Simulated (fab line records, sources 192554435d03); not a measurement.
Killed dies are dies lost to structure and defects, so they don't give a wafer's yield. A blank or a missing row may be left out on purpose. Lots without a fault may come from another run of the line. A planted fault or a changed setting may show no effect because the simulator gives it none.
Chamber matching | flow n5_finfet | N5_BEOL_M6_CURE_75 on uv_cure-02: 3 sister chambers
The step cures SiCOH lowk, time 120 s. 5 wafers are shown with their chamber, then 8 later ones without.

WAFERS WITH THEIR CHAMBER
wafer  | chamber | wafer_temp_C_max | lamp_power_pct (%)
L089.3 | 0       | 372.5            | 52.32
L089.4 | 0       | 371.5            | 52.34
L091.4 | 1       | 371.0            | 52.32
L091.6 | 1       | 371.0            | 52.38
L093.1 | 2       | 373.0            | 52.30

WAFERS WITHOUT THEIR CHAMBER
wafer  | wafer_temp_C_max | lamp_power_pct (%)
L093.4 | 373.0            | 52.38
L093.6 | 371.9            | 52.30
L095.3 | 371.2            | 52.29
L095.5 | 370.9            | 52.29
L095.6 | 370.3            | 52.29
L097.2 | 370.9            | 52.35
L097.4 | 370.8            | 52.23
L097.5 | 371.1            | 52.29

WHICH CHAMBER EACH WENT THROUGH
wafer  | from the rows above          | in truth
L093.4 | can't be placed: 2 or 0 or 1 | 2
L093.6 | can't be placed: 0 or 2 or 1 | 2
L095.3 | can't be placed: 1 or 0 or 2 | 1
L095.5 | can't be placed: 1 or 0      | 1
L095.6 | can't be placed: 1 or 0      | 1
L097.2 | 1                            | 1
L097.4 | can't be placed: 1 or 0 or 2 | 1
L097.5 | can't be placed: 1 or 0 or 2 | 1
Placed correctly: 1 of 8. Can't be placed from these rows: 7 (the true chamber is among the candidates in 7). Placed wrongly: 0.
How it was worked out, from the rows above alone: a wafer's distance from a chamber is the root of the sum, over the readings, of the square of ((its reading less the chamber's mean) divided by the reading's scatter). The wafer belongs to the nearest chamber; if the next one is less than 2 further off, it can't be placed. A chamber's mean is the mean of its shown wafers. The scatter: the root of (the sum of the squares of (reading less its chamber's mean) over the shown wafers, divided by (wafers less chambers)).
